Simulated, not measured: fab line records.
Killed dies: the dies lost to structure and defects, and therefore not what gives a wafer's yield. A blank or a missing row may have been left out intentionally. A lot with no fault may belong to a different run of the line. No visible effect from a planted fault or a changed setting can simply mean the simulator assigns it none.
What tool caused it? :: flow n5_finfet :: Sampling: 24 lots, 72 wafers, 6 of 1938 route steps

## WHAT THE GAUGES SHOWED, per wafer
Not one reading of a measure or inspect step in the record can be checked against a usual standard deviation.

## WHAT TOOL EACH LOT RAN ON (gives the tool, then ch and the chambers of the sampled wafers, and finally the start)
lot: L074
N5_BEOL_M3_ALD_98: ald_sin-03 ch 2,3, day 7 09:05
N5_BEOL_M3_ETCH_70: rie_diel-06 ch 0,1,2, day 9 16:38
N5_BEOL_M3_DEGAS_44: pvd_sputter-01, day 9 17:30
N5_BEOL_M3_PRE_CLEAN_45: pvd_sputter-01, day 9 17:32
N5_BEOL_M3_ANNEAL_93: pvd_sputter-02, day 9 21:40
N5_BEOL_M3_CO_CAP_55: cvd_co-01 ch 0,1,2, day 9 22:53

lot: L075
N5_BEOL_M3_ALD_98: ald_sin-02 ch 1,2,3, day 7 21:55
N5_BEOL_M3_ETCH_70: rie_diel-02 ch 0,1,2, day 8 22:28
N5_BEOL_M3_DEGAS_44: pvd_sputter-02, day 8 23:26
N5_BEOL_M3_PRE_CLEAN_45: pvd_sputter-02, day 8 23:28
N5_BEOL_M3_ANNEAL_93: pvd_sputter-02, day 9 03:17
N5_BEOL_M3_CO_CAP_55: cvd_co-01 ch 0,2, day 9 04:31

lot: L077
N5_BEOL_M3_ALD_98: ald_sin-02 ch 1,2,3, day 8 10:01
N5_BEOL_M3_ETCH_70: rie_diel-06 ch 0,3, day 10 07:55
N5_BEOL_M3_DEGAS_44: pvd_sputter-01, day 10 08:31
N5_BEOL_M3_PRE_CLEAN_45: pvd_sputter-01, day 10 08:33
N5_BEOL_M3_ANNEAL_93: pvd_sputter-01, day 10 10:41
N5_BEOL_M3_CO_CAP_55: cvd_co-02 ch 1,2, day 10 11:54

lot: L076
N5_BEOL_M3_ALD_98: ald_sin-02 ch 0,2,3, day 8 11:02
N5_BEOL_M3_ETCH_70: rie_diel-02 ch 1,2,3, day 9 16:37
N5_BEOL_M3_DEGAS_44: pvd_sputter-02, day 9 17:11
N5_BEOL_M3_PRE_CLEAN_45: pvd_sputter-02, day 9 17:14
N5_BEOL_M3_ANNEAL_93: pvd_sputter-01, day 9 23:58
N5_BEOL_M3_CO_CAP_55: cvd_co-01 ch 0,1, day 10 01:11

lot: L078
N5_BEOL_M3_ALD_98: ald_sin-02 ch 0,1, day 9 05:58
N5_BEOL_M3_ETCH_70: rie_diel-02 ch 0,1,3, day 10 15:49
N5_BEOL_M3_DEGAS_44: pvd_sputter-02, day 10 16:45
N5_BEOL_M3_PRE_CLEAN_45: pvd_sputter-02, day 10 16:47
N5_BEOL_M3_ANNEAL_93: pvd_sputter-02, day 10 18:51
N5_BEOL_M3_CO_CAP_55: cvd_co-01 ch 0,1, day 10 20:04

lot: L079
N5_BEOL_M3_ALD_98: ald_sin-01 ch 0,2,3, day 10 01:23
N5_BEOL_M3_ETCH_70: rie_diel-02 ch 0,1,2, day 11 08:14
N5_BEOL_M3_DEGAS_44: pvd_sputter-02, day 11 09:27
N5_BEOL_M3_PRE_CLEAN_45: pvd_sputter-02, day 11 09:29
N5_BEOL_M3_ANNEAL_93: pvd_sputter-03, day 11 11:35
N5_BEOL_M3_CO_CAP_55: cvd_co-01 ch 0,2, day 11 12:48

lot: L083
N5_BEOL_M3_ALD_98: ald_sin-02 ch 0,1,3, day 11 02:32
N5_BEOL_M3_ETCH_70: rie_diel-02 ch 0,2,3, day 11 03:02
N5_BEOL_M3_DEGAS_44: pvd_sputter-03, day 11 04:07
N5_BEOL_M3_PRE_CLEAN_45: pvd_sputter-03, day 11 04:10
N5_BEOL_M3_ANNEAL_93: pvd_sputter-03, day 11 08:16
N5_BEOL_M3_CO_CAP_55: cvd_co-02 ch 1,2, day 11 09:29

lot: L082
N5_BEOL_M3_ALD_98: ald_sin-02 ch 0,1,3, day 11 04:54
N5_BEOL_M3_ETCH_70: rie_diel-06 ch 2,3, day 12 03:08
N5_BEOL_M3_DEGAS_44: pvd_sputter-03, day 12 03:41
N5_BEOL_M3_PRE_CLEAN_45: pvd_sputter-03, day 12 03:44
N5_BEOL_M3_ANNEAL_93: pvd_sputter-01, day 12 07:44
N5_BEOL_M3_CO_CAP_55: cvd_co-02 ch 0,1, day 12 09:19

lot: L081
N5_BEOL_M3_ALD_98: ald_sin-02 ch 2,3, day 11 04:59
N5_BEOL_M3_ETCH_70: rie_diel-02 ch 0,2,3, day 11 14:14
N5_BEOL_M3_DEGAS_44: pvd_sputter-03, day 11 15:18
N5_BEOL_M3_PRE_CLEAN_45: pvd_sputter-03, day 11 15:20
N5_BEOL_M3_ANNEAL_93: pvd_sputter-03, day 11 18:48
N5_BEOL_M3_CO_CAP_55: cvd_co-01 ch 0,1,2, day 11 20:04

lot: L084
N5_BEOL_M3_ALD_98: ald_sin-01 ch 1,3, day 11 05:11
N5_BEOL_M3_ETCH_70: rie_diel-02 ch 1,2, day 11 22:30
N5_BEOL_M3_DEGAS_44: pvd_sputter-02, day 11 23:43
N5_BEOL_M3_PRE_CLEAN_45: pvd_sputter-02, day 11 23:45
N5_BEOL_M3_ANNEAL_93: pvd_sputter-01, day 12 02:22
N5_BEOL_M3_CO_CAP_55: cvd_co-02 ch 0,1,2, day 12 03:47

lot: L080
N5_BEOL_M3_ALD_98: ald_sin-03 ch 1,2,3, day 11 14:20
N5_BEOL_M3_ETCH_70: rie_diel-06 ch 1,2, day 12 07:42
N5_BEOL_M3_DEGAS_44: pvd_sputter-01, day 12 08:21
N5_BEOL_M3_PRE_CLEAN_45: pvd_sputter-01, day 12 08:23
N5_BEOL_M3_ANNEAL_93: pvd_sputter-03, day 12 10:22
N5_BEOL_M3_CO_CAP_55: cvd_co-02 ch 0,2, day 12 11:44

lot: L086
N5_BEOL_M3_ALD_98: ald_sin-03 ch 0,1, day 11 15:49
N5_BEOL_M3_ETCH_70: rie_diel-06 ch 0,2, day 13 03:06
N5_BEOL_M3_DEGAS_44: pvd_sputter-01, day 13 04:10
N5_BEOL_M3_PRE_CLEAN_45: pvd_sputter-01, day 13 04:13
N5_BEOL_M3_ANNEAL_93: pvd_sputter-01, day 13 06:16
N5_BEOL_M3_CO_CAP_55: cvd_co-01 ch 0,1,2, day 13 07:30

lot: L085
N5_BEOL_M3_ALD_98: ald_sin-03 ch 0,1,3, day 11 19:01
N5_BEOL_M3_ETCH_70: rie_diel-02 ch 0,2,3, day 12 02:40
N5_BEOL_M3_DEGAS_44: pvd_sputter-02, day 12 03:28
N5_BEOL_M3_PRE_CLEAN_45: pvd_sputter-02, day 12 03:30
N5_BEOL_M3_ANNEAL_93: pvd_sputter-01, day 12 05:53
N5_BEOL_M3_CO_CAP_55: cvd_co-02 ch 0,1,2, day 12 07:09

lot: L087
N5_BEOL_M3_ALD_98: ald_sin-03 ch 0,1, day 11 19:10
N5_BEOL_M3_ETCH_70: rie_diel-05 ch 0,2,3, day 12 13:50
N5_BEOL_M3_DEGAS_44: pvd_sputter-03, day 12 14:40
N5_BEOL_M3_PRE_CLEAN_45: pvd_sputter-03, day 12 14:42
N5_BEOL_M3_ANNEAL_93: pvd_sputter-01, day 12 16:53
N5_BEOL_M3_CO_CAP_55: cvd_co-02 ch 1,2, day 12 18:11

lot: L089
N5_BEOL_M3_ALD_98: ald_sin-01 ch 0,1,3, day 12 01:14
N5_BEOL_M3_ETCH_70: rie_diel-06 ch 0,3, day 13 04:04
N5_BEOL_M3_DEGAS_44: pvd_sputter-01, day 13 04:40
N5_BEOL_M3_PRE_CLEAN_45: pvd_sputter-01, day 13 04:42
N5_BEOL_M3_ANNEAL_93: pvd_sputter-01, day 13 08:06
N5_BEOL_M3_CO_CAP_55: cvd_co-01 ch 1,2, day 13 09:24

lot: L088
N5_BEOL_M3_ALD_98: ald_sin-01 ch 0,1, day 12 05:47
N5_BEOL_M3_ETCH_70: rie_diel-05 ch 0,2,3, day 13 04:10
N5_BEOL_M3_DEGAS_44: pvd_sputter-02, day 13 07:33
N5_BEOL_M3_PRE_CLEAN_45: pvd_sputter-02, day 13 07:35
N5_BEOL_M3_ANNEAL_93: pvd_sputter-02, day 13 09:32
N5_BEOL_M3_CO_CAP_55: cvd_co-02 ch 1,2, day 13 10:45

lot: L093
N5_BEOL_M3_ALD_98: ald_sin-01 ch 1,2,3, day 12 09:09
N5_BEOL_M3_ETCH_70: rie_diel-02 ch 1,2,3, day 13 07:35
N5_BEOL_M3_DEGAS_44: pvd_sputter-03, day 13 08:41
N5_BEOL_M3_PRE_CLEAN_45: pvd_sputter-03, day 13 08:43
N5_BEOL_M3_ANNEAL_93: pvd_sputter-03, day 13 10:40
N5_BEOL_M3_CO_CAP_55: cvd_co-01 ch 0,1,2, day 13 11:53

lot: L090
N5_BEOL_M3_ALD_98: ald_sin-02 ch 1,3, day 12 20:37
N5_BEOL_M3_ETCH_70: rie_diel-05 ch 0,2, day 13 10:34
N5_BEOL_M3_DEGAS_44: pvd_sputter-03, day 13 11:44
N5_BEOL_M3_PRE_CLEAN_45: pvd_sputter-03, day 13 11:47
N5_BEOL_M3_ANNEAL_93: pvd_sputter-03, day 13 13:50
N5_BEOL_M3_CO_CAP_55: cvd_co-01 ch 0,2, day 13 15:04

lot: L092
N5_BEOL_M3_ALD_98: ald_sin-01 ch 0,1,3, day 13 00:19
N5_BEOL_M3_ETCH_70: rie_diel-05 ch 0,1, day 13 14:41
N5_BEOL_M3_DEGAS_44: pvd_sputter-01, day 13 15:19
N5_BEOL_M3_PRE_CLEAN_45: pvd_sputter-01, day 13 15:22
N5_BEOL_M3_ANNEAL_93: pvd_sputter-01, day 13 19:05
N5_BEOL_M3_CO_CAP_55: cvd_co-01 ch 1,2, day 13 20:19

lot: L091
N5_BEOL_M3_ALD_98: ald_sin-02 ch 0,1, day 13 01:17
N5_BEOL_M3_ETCH_70: rie_diel-06 ch 1,3, day 13 21:04
N5_BEOL_M3_DEGAS_44: pvd_sputter-02, day 13 21:50
N5_BEOL_M3_PRE_CLEAN_45: pvd_sputter-02, day 13 21:53
N5_BEOL_M3_ANNEAL_93: pvd_sputter-01, day 13 23:54
N5_BEOL_M3_CO_CAP_55: cvd_co-01 ch 0,2, day 14 01:17

lot: L094
N5_BEOL_M3_ALD_98: ald_sin-03 ch 0,1,2, day 13 06:41
N5_BEOL_M3_ETCH_70: rie_diel-02 ch 1,2,3, day 14 04:13
N5_BEOL_M3_DEGAS_44: pvd_sputter-01, day 14 04:46
N5_BEOL_M3_PRE_CLEAN_45: pvd_sputter-01, day 14 04:49
N5_BEOL_M3_ANNEAL_93: pvd_sputter-01, day 14 06:48
N5_BEOL_M3_CO_CAP_55: cvd_co-01 ch 0,2, day 14 08:01

lot: L095
N5_BEOL_M3_ALD_98: ald_sin-01 ch 0,1,2, day 13 09:37
N5_BEOL_M3_ETCH_70: rie_diel-02 ch 1,2,3, day 14 07:56
N5_BEOL_M3_DEGAS_44: pvd_sputter-02, day 14 08:51
N5_BEOL_M3_PRE_CLEAN_45: pvd_sputter-02, day 14 08:53
N5_BEOL_M3_ANNEAL_93: pvd_sputter-03, day 14 11:04
N5_BEOL_M3_CO_CAP_55: cvd_co-02 ch 1,2, day 14 12:17

lot: L097
N5_BEOL_M3_ALD_98: ald_sin-01 ch 0,2,3, day 13 09:43
N5_BEOL_M3_ETCH_70: rie_diel-05 ch 0,1,3, day 14 08:05
N5_BEOL_M3_DEGAS_44: pvd_sputter-02, day 14 09:03
N5_BEOL_M3_PRE_CLEAN_45: pvd_sputter-02, day 14 09:05
N5_BEOL_M3_ANNEAL_93: pvd_sputter-03, day 14 12:54
N5_BEOL_M3_CO_CAP_55: cvd_co-02 ch 0,1,2, day 14 14:07

lot: L096
N5_BEOL_M3_ALD_98: ald_sin-02 ch 1,2,3, day 13 21:03
N5_BEOL_M3_ETCH_70: rie_diel-06 ch 0,1, day 14 13:48
N5_BEOL_M3_DEGAS_44: pvd_sputter-03, day 14 14:20
N5_BEOL_M3_PRE_CLEAN_45: pvd_sputter-03, day 14 14:23
N5_BEOL_M3_ANNEAL_93: pvd_sputter-02, day 14 16:34
N5_BEOL_M3_CO_CAP_55: cvd_co-02 ch 0,1, day 14 17:48
- N5_BEOL_M3_ALD_98: deposits SiO2, target thk 2.5 nm, pulse time 1 s, co reactant pulse time 1 s.
- N5_BEOL_M3_ETCH_70: etches SOC in N2/H2, target depth 80 nm, overetch 16 nm, time 120 s.
- N5_BEOL_M3_DEGAS_44: time 60 s.
- N5_BEOL_M3_PRE_CLEAN_45: time 30 s.
- N5_BEOL_M3_ANNEAL_93: time 240 s.
- N5_BEOL_M3_CO_CAP_55: material Co, precursor CCTBA/H2, target thk 2 nm, time 102.1 s.

## AS READ BY THE TOOLS THEMSELVES (means over the sampled wafers that have a number; for cases with no such wafer, the mark the record gives instead)
N5_BEOL_M3_ALD_98. Usual: heater_power_w 77 W, standard deviation 8.1; precursor_pulse_height_rel 0.999, standard deviation 0.022.
lot: L074
tool: ald_sin-03
heater_power_w (W): 71
precursor_pulse_height_rel: 0.988
flag: 

lot: L075
tool: ald_sin-02
heater_power_w (W): 79
precursor_pulse_height_rel: 1.010
flag: 

lot: L077
tool: ald_sin-02
heater_power_w (W): 77
precursor_pulse_height_rel: 0.998
flag: 

lot: L076
tool: ald_sin-02
heater_power_w (W): 84
precursor_pulse_height_rel: 1.014
flag: 

lot: L078
tool: ald_sin-02
heater_power_w (W): 67
precursor_pulse_height_rel: 0.998
flag: 

lot: L079
tool: ald_sin-01
heater_power_w (W): 78
precursor_pulse_height_rel: 0.994
flag: 

lot: L083
tool: ald_sin-02
heater_power_w (W): 76
precursor_pulse_height_rel: 1.009
flag: 

lot: L082
tool: ald_sin-02
heater_power_w (W): 75
precursor_pulse_height_rel: 0.979
flag: 

lot: L081
tool: ald_sin-02
heater_power_w (W): 87
precursor_pulse_height_rel: 0.981
flag: 

lot: L084
tool: ald_sin-01
heater_power_w (W): 78
precursor_pulse_height_rel: 1.000
flag: 

lot: L080
tool: ald_sin-03
heater_power_w (W): 71
precursor_pulse_height_rel: 1.000
flag: 

lot: L086
tool: ald_sin-03
heater_power_w (W): 75
precursor_pulse_height_rel: 0.995
flag: 

lot: L085
tool: ald_sin-03
heater_power_w (W): 76
precursor_pulse_height_rel: 1.014
flag: 

lot: L087
tool: ald_sin-03
heater_power_w (W): 81
precursor_pulse_height_rel: 0.997
flag: 

lot: L089
tool: ald_sin-01
heater_power_w (W): 76
precursor_pulse_height_rel: 0.980
flag: 

lot: L088
tool: ald_sin-01
heater_power_w (W): 75
precursor_pulse_height_rel: 1.007
flag: 

lot: L093
tool: ald_sin-01
heater_power_w (W): 79
precursor_pulse_height_rel: 1.003
flag: 

lot: L090
tool: ald_sin-02
heater_power_w (W): 78
precursor_pulse_height_rel: 1.016
flag: 

lot: L092
tool: ald_sin-01
heater_power_w (W): 76
precursor_pulse_height_rel: 0.994
flag: 

lot: L091
tool: ald_sin-02
heater_power_w (W): 73
precursor_pulse_height_rel: 1.012
flag: 

lot: L094
tool: ald_sin-03
heater_power_w (W): 76
precursor_pulse_height_rel: 1.003
flag: 

lot: L095
tool: ald_sin-01
heater_power_w (W): 80
precursor_pulse_height_rel: 0.985
flag: 

lot: L097
tool: ald_sin-01
heater_power_w (W): 77
precursor_pulse_height_rel: 1.006
flag: 

lot: L096
tool: ald_sin-02
heater_power_w (W): 80
precursor_pulse_height_rel: 1.008
flag: 

N5_BEOL_M3_ETCH_70. Usual: drypump_motor_current_A 5.6 A, standard deviation 0.36; oes_product_au 0.60 a.u., standard deviation 0.067; rf_vpp_V 523.2 V, standard deviation 3; showerhead_plenum_p_Torr 2.52 Torr, standard deviation 0.1; throttle_valve_pct 17.86 %, standard deviation 0.26.
lot: L074
tool: rie_diel-06
drypump_motor_current_A (A): 5.9
oes_product_au (a.u.): 0.59
rf_vpp_V (V): 521.1
showerhead_plenum_p_Torr (Torr): 2.44
throttle_valve_pct (%): 17.95
flag: 

lot: L075
tool: rie_diel-02
drypump_motor_current_A (A): 5.7
oes_product_au (a.u.): 0.62
rf_vpp_V (V): 526.3
showerhead_plenum_p_Torr (Torr): 2.63
throttle_valve_pct (%): 17.62
flag: 

lot: L077
tool: rie_diel-06
drypump_motor_current_A (A): 5.8
oes_product_au (a.u.): 0.54
rf_vpp_V (V): 523.1
showerhead_plenum_p_Torr (Torr): 2.47
throttle_valve_pct (%): 18.25
flag: 

lot: L076
tool: rie_diel-02
drypump_motor_current_A (A): 5.7
oes_product_au (a.u.): 0.63
rf_vpp_V (V): 524.3
showerhead_plenum_p_Torr (Torr): 2.53
throttle_valve_pct (%): 17.67
flag: 

lot: L078
tool: rie_diel-02
drypump_motor_current_A (A): 5.3
oes_product_au (a.u.): 0.62
rf_vpp_V (V): 522.9
showerhead_plenum_p_Torr (Torr): 2.53
throttle_valve_pct (%): 17.67
flag: 

lot: L079
tool: rie_diel-02
drypump_motor_current_A (A): 5.7
oes_product_au (a.u.): 0.61
rf_vpp_V (V): 526.6
showerhead_plenum_p_Torr (Torr): 2.63
throttle_valve_pct (%): 17.64
flag: 

lot: L083
tool: rie_diel-02
drypump_motor_current_A (A): 5.5
oes_product_au (a.u.): 0.58
rf_vpp_V (V): 523.4
showerhead_plenum_p_Torr (Torr): 2.54
throttle_valve_pct (%): 17.63
flag: 

lot: L082
tool: rie_diel-06
drypump_motor_current_A (A): 6.0
oes_product_au (a.u.): 0.52
rf_vpp_V (V): 520.3
showerhead_plenum_p_Torr (Torr): 2.43
throttle_valve_pct (%): 18.02
flag: 

lot: L081
tool: rie_diel-02
drypump_motor_current_A (A): 5.4
oes_product_au (a.u.): 0.58
rf_vpp_V (V): 523.6
showerhead_plenum_p_Torr (Torr): 2.54
throttle_valve_pct (%): 17.63
flag: 

lot: L084
tool: rie_diel-02
drypump_motor_current_A (A): 6.0
oes_product_au (a.u.): 0.61
rf_vpp_V (V): 525.9
showerhead_plenum_p_Torr (Torr): 2.63
throttle_valve_pct (%): 17.66
flag: 

lot: L080
tool: rie_diel-06
drypump_motor_current_A (A): 5.8
oes_product_au (a.u.): 0.62
rf_vpp_V (V): 521.9
showerhead_plenum_p_Torr (Torr): 2.45
throttle_valve_pct (%): 17.90
flag: 

lot: L086
tool: rie_diel-06
drypump_motor_current_A (A): 6.0
oes_product_au (a.u.): 0.53
rf_vpp_V (V): 519.0
showerhead_plenum_p_Torr (Torr): 2.41
throttle_valve_pct (%): 17.97
flag: 

lot: L085
tool: rie_diel-02
drypump_motor_current_A (A): 5.5
oes_product_au (a.u.): 0.57
rf_vpp_V (V): 523.2
showerhead_plenum_p_Torr (Torr): 2.54
throttle_valve_pct (%): 17.65
flag: 

lot: L087
tool: rie_diel-05
drypump_motor_current_A (A): 5.6
oes_product_au (a.u.): 0.66
rf_vpp_V (V): 522.0
showerhead_plenum_p_Torr (Torr): 2.51
throttle_valve_pct (%): 18.05
flag: 

lot: L089
tool: rie_diel-06
drypump_motor_current_A (A): 5.8
oes_product_au (a.u.): 0.53
rf_vpp_V (V): 522.5
showerhead_plenum_p_Torr (Torr): 2.47
throttle_valve_pct (%): 18.29
flag: 

lot: L088
tool: rie_diel-05
drypump_motor_current_A (A): 5.6
oes_product_au (a.u.): 0.66
rf_vpp_V (V): 523.2
showerhead_plenum_p_Torr (Torr): 2.51
throttle_valve_pct (%): 18.08
flag: 

lot: L093
tool: rie_diel-02
drypump_motor_current_A (A): 5.7
oes_product_au (a.u.): 0.60
rf_vpp_V (V): 523.4
showerhead_plenum_p_Torr (Torr): 2.52
throttle_valve_pct (%): 17.70
flag: 

lot: L090
tool: rie_diel-05
drypump_motor_current_A (A): 5.7
oes_product_au (a.u.): 0.66
rf_vpp_V (V): 522.1
showerhead_plenum_p_Torr (Torr): 2.47
throttle_valve_pct (%): 18.05
flag: 

lot: L092
tool: rie_diel-05
drypump_motor_current_A (A): 5.6
oes_product_au (a.u.): 0.60
rf_vpp_V (V): 523.4
showerhead_plenum_p_Torr (Torr): 2.52
throttle_valve_pct (%): 17.77
flag: 

lot: L091
tool: rie_diel-06
drypump_motor_current_A (A): 5.6
oes_product_au (a.u.): 0.61
rf_vpp_V (V): 522.6
showerhead_plenum_p_Torr (Torr): 2.48
throttle_valve_pct (%): 18.08
flag: 

lot: L094
tool: rie_diel-02
drypump_motor_current_A (A): 5.7
oes_product_au (a.u.): 0.60
rf_vpp_V (V): 524.0
showerhead_plenum_p_Torr (Torr): 2.52
throttle_valve_pct (%): 17.71
flag: 

lot: L095
tool: rie_diel-02
drypump_motor_current_A (A): 5.7
oes_product_au (a.u.): 0.60
rf_vpp_V (V): 523.4
showerhead_plenum_p_Torr (Torr): 2.52
throttle_valve_pct (%): 17.72
flag: 

lot: L097
tool: rie_diel-05
drypump_motor_current_A (A): 5.6
oes_product_au (a.u.): 0.64
rf_vpp_V (V): 523.5
showerhead_plenum_p_Torr (Torr): 2.54
throttle_valve_pct (%): 17.84
flag: 

lot: L096
tool: rie_diel-06
drypump_motor_current_A (A): 5.8
oes_product_au (a.u.): 0.58
rf_vpp_V (V): 520.9
showerhead_plenum_p_Torr (Torr): 2.43
throttle_valve_pct (%): 18.10
flag: 

N5_BEOL_M3_DEGAS_44. Usual: heater_power_w reads 326 W (standard deviation 44).
lot: L074
tool: pvd_sputter-01
heater_power_w (W): 338
flag: 

lot: L075
tool: pvd_sputter-02
heater_power_w (W): 340
flag: 

lot: L077
tool: pvd_sputter-01
heater_power_w (W): 318
flag: 

lot: L076
tool: pvd_sputter-02
heater_power_w (W): 333
flag: 

lot: L078
tool: pvd_sputter-02
heater_power_w (W): 335
flag: 

lot: L079
tool: pvd_sputter-02
heater_power_w (W): 363
flag: 

lot: L083
tool: pvd_sputter-03
heater_power_w (W): 365
flag: 

lot: L082
tool: pvd_sputter-03
heater_power_w (W): 374
flag: 

lot: L081
tool: pvd_sputter-03
heater_power_w (W): 326
flag: 

lot: L084
tool: pvd_sputter-02
heater_power_w (W): 374
flag: 

lot: L080
tool: pvd_sputter-01
heater_power_w (W): 320
flag: 

lot: L086
tool: pvd_sputter-01
heater_power_w (W): 298
flag: 

lot: L085
tool: pvd_sputter-02
heater_power_w (W): 339
flag: 

lot: L087
tool: pvd_sputter-03
heater_power_w (W): 346
flag: 

lot: L089
tool: pvd_sputter-01
heater_power_w (W): 302
flag: 

lot: L088
tool: pvd_sputter-02
heater_power_w (W): 290
flag: 

lot: L093
tool: pvd_sputter-03
heater_power_w (W): 341
flag: 

lot: L090
tool: pvd_sputter-03
heater_power_w (W): 340
flag: 

lot: L092
tool: pvd_sputter-01
heater_power_w (W): 299
flag: 

lot: L091
tool: pvd_sputter-02
heater_power_w (W): 306
flag: 

lot: L094
tool: pvd_sputter-01
heater_power_w (W): 317
flag: 

lot: L095
tool: pvd_sputter-02
heater_power_w (W): 276
flag: 

lot: L097
tool: pvd_sputter-02
heater_power_w (W): 316
flag: 

lot: L096
tool: pvd_sputter-03
heater_power_w (W): 349
flag: 

N5_BEOL_M3_PRE_CLEAN_45. Usual: heater_power_w reads 327 W (standard deviation 45).
lot: L074
tool: pvd_sputter-01
heater_power_w (W): 340
flag: 

lot: L075
tool: pvd_sputter-02
heater_power_w (W): 337
flag: 

lot: L077
tool: pvd_sputter-01
heater_power_w (W): 316
flag: 

lot: L076
tool: pvd_sputter-02
heater_power_w (W): 330
flag: 

lot: L078
tool: pvd_sputter-02
heater_power_w (W): 333
flag: 

lot: L079
tool: pvd_sputter-02
heater_power_w (W): 363
flag: 

lot: L083
tool: pvd_sputter-03
heater_power_w (W): 363
flag: 

lot: L082
tool: pvd_sputter-03
heater_power_w (W): 378
flag: 

lot: L081
tool: pvd_sputter-03
heater_power_w (W): 328
flag: 

lot: L084
tool: pvd_sputter-02
heater_power_w (W): 374
flag: 

lot: L080
tool: pvd_sputter-01
heater_power_w (W): 321
flag: 

lot: L086
tool: pvd_sputter-01
heater_power_w (W): 298
flag: 

lot: L085
tool: pvd_sputter-02
heater_power_w (W): 338
flag: 

lot: L087
tool: pvd_sputter-03
heater_power_w (W): 344
flag: 

lot: L089
tool: pvd_sputter-01
heater_power_w (W): 303
flag: 

lot: L088
tool: pvd_sputter-02
heater_power_w (W): 294
flag: 

lot: L093
tool: pvd_sputter-03
heater_power_w (W): 340
flag: 

lot: L090
tool: pvd_sputter-03
heater_power_w (W): 347
flag: 

lot: L092
tool: pvd_sputter-01
heater_power_w (W): 301
flag: 

lot: L091
tool: pvd_sputter-02
heater_power_w (W): 309
flag: 

lot: L094
tool: pvd_sputter-01
heater_power_w (W): 313
flag: 

lot: L095
tool: pvd_sputter-02
heater_power_w (W): 275
flag: 

lot: L097
tool: pvd_sputter-02
heater_power_w (W): 315
flag: 

lot: L096
tool: pvd_sputter-03
heater_power_w (W): 347
flag: 

N5_BEOL_M3_ANNEAL_93. Usual: heater_power_w 808 W, standard deviation 100; susceptor_temp_C_max 401.0, standard deviation 0.35.
lot: L074
tool: pvd_sputter-02
heater_power_w (W): 874
susceptor_temp_C_max: 401.2
flag: 

lot: L075
tool: pvd_sputter-02
heater_power_w (W): 832
susceptor_temp_C_max: 401.1
flag: 

lot: L077
tool: pvd_sputter-01
heater_power_w (W): 741
susceptor_temp_C_max: 400.8
flag: 

lot: L076
tool: pvd_sputter-01
heater_power_w (W): 745
susceptor_temp_C_max: 400.6
flag: 

lot: L078
tool: pvd_sputter-02
heater_power_w (W): 780
susceptor_temp_C_max: 401.0
flag: 

lot: L079
tool: pvd_sputter-03
heater_power_w (W): 945
susceptor_temp_C_max: 401.4
flag: 

lot: L083
tool: pvd_sputter-03
heater_power_w (W): 876
susceptor_temp_C_max: 401.3
flag: 

lot: L082
tool: pvd_sputter-01
heater_power_w (W): 700
susceptor_temp_C_max: 400.5
flag: 

lot: L081
tool: pvd_sputter-03
heater_power_w (W): 794
susceptor_temp_C_max: 401.1
flag: 

lot: L084
tool: pvd_sputter-01
heater_power_w (W): 793
susceptor_temp_C_max: 400.9
flag: 

lot: L080
tool: pvd_sputter-03
heater_power_w (W): 909
susceptor_temp_C_max: 401.2
flag: 

lot: L086
tool: pvd_sputter-01
heater_power_w (W): 798
susceptor_temp_C_max: 401.0
flag: 

lot: L085
tool: pvd_sputter-01
heater_power_w (W): 738
susceptor_temp_C_max: 400.8
flag: 

lot: L087
tool: pvd_sputter-01
heater_power_w (W): 835
susceptor_temp_C_max: 400.9
flag: 

lot: L089
tool: pvd_sputter-01
heater_power_w (W): 787
susceptor_temp_C_max: 401.0
flag: 

lot: L088
tool: pvd_sputter-02
heater_power_w (W): 729
susceptor_temp_C_max: 401.0
flag: 

lot: L093
tool: pvd_sputter-03
heater_power_w (W): 858
susceptor_temp_C_max: 401.2
flag: 

lot: L090
tool: pvd_sputter-03
heater_power_w (W): 854
susceptor_temp_C_max: 401.0
flag: 

lot: L092
tool: pvd_sputter-01
heater_power_w (W): 788
susceptor_temp_C_max: 400.8
flag: 

lot: L091
tool: pvd_sputter-01
heater_power_w (W): 784
susceptor_temp_C_max: 400.7
flag: 

lot: L094
tool: pvd_sputter-01
heater_power_w (W): 738
susceptor_temp_C_max: 400.8
flag: 

lot: L095
tool: pvd_sputter-03
heater_power_w (W): 839
susceptor_temp_C_max: 401.0
flag: 

lot: L097
tool: pvd_sputter-03
heater_power_w (W): 883
susceptor_temp_C_max: 401.1
flag: 

lot: L096
tool: pvd_sputter-02
heater_power_w (W): 827
susceptor_temp_C_max: 401.1
flag: 

N5_BEOL_M3_CO_CAP_55. Usual: heater_power_w reads 221 W (standard deviation 15).
lot: L074
tool: cvd_co-01
heater_power_w (W): 216
flag: 

lot: L075
tool: cvd_co-01
heater_power_w (W): 225
flag: 

lot: L077
tool: cvd_co-02
heater_power_w (W): 233
flag: 

lot: L076
tool: cvd_co-01
heater_power_w (W): 217
flag: 

lot: L078
tool: cvd_co-01
heater_power_w (W): 199
flag: 

lot: L079
tool: cvd_co-01
heater_power_w (W): 223
flag: 

lot: L083
tool: cvd_co-02
heater_power_w (W): 233
flag: 

lot: L082
tool: cvd_co-02
heater_power_w (W): 219
flag: 

lot: L081
tool: cvd_co-01
heater_power_w (W): 214
flag: 

lot: L084
tool: cvd_co-02
heater_power_w (W): 224
flag: 

lot: L080
tool: cvd_co-02
heater_power_w (W): 218
flag: 

lot: L086
tool: cvd_co-01
heater_power_w (W): 219
flag: 

lot: L085
tool: cvd_co-02
heater_power_w (W): 225
flag: 

lot: L087
tool: cvd_co-02
heater_power_w (W): 237
flag: 

lot: L089
tool: cvd_co-01
heater_power_w (W): 222
flag: 

lot: L088
tool: cvd_co-02
heater_power_w (W): 235
flag: 

lot: L093
tool: cvd_co-01
heater_power_w (W): 217
flag: 

lot: L090
tool: cvd_co-01
heater_power_w (W): 226
flag: 

lot: L092
tool: cvd_co-01
heater_power_w (W): 219
flag: 

lot: L091
tool: cvd_co-01
heater_power_w (W): 228
flag: 

lot: L094
tool: cvd_co-01
heater_power_w (W): 229
flag: 

lot: L095
tool: cvd_co-02
heater_power_w (W): 237
flag: 

lot: L097
tool: cvd_co-02
heater_power_w (W): 226
flag: 

lot: L096
tool: cvd_co-02
heater_power_w (W): 220
flag: 

## THE ANSWER, worked out from the rows above alone
Rule: a lot is off if the mean of its wafers that have a number lies more than 3 standard deviations from the usual mean. Also off: a lot with no number at a reading for which 4 or more lots have one. All remaining lots with rows at the step are treated as sound. Order of review: gauges by route order, followed by the tools' own readings, for which a lot's mean as printed above is used. At the first step where some lot is off, the reading lying furthest off is the one used; lots without a number count as furthest.
Nothing can be told from this: no lot is off at any reading shown.

## WHAT HAD BEEN PUT IN BY THE SIMULATOR
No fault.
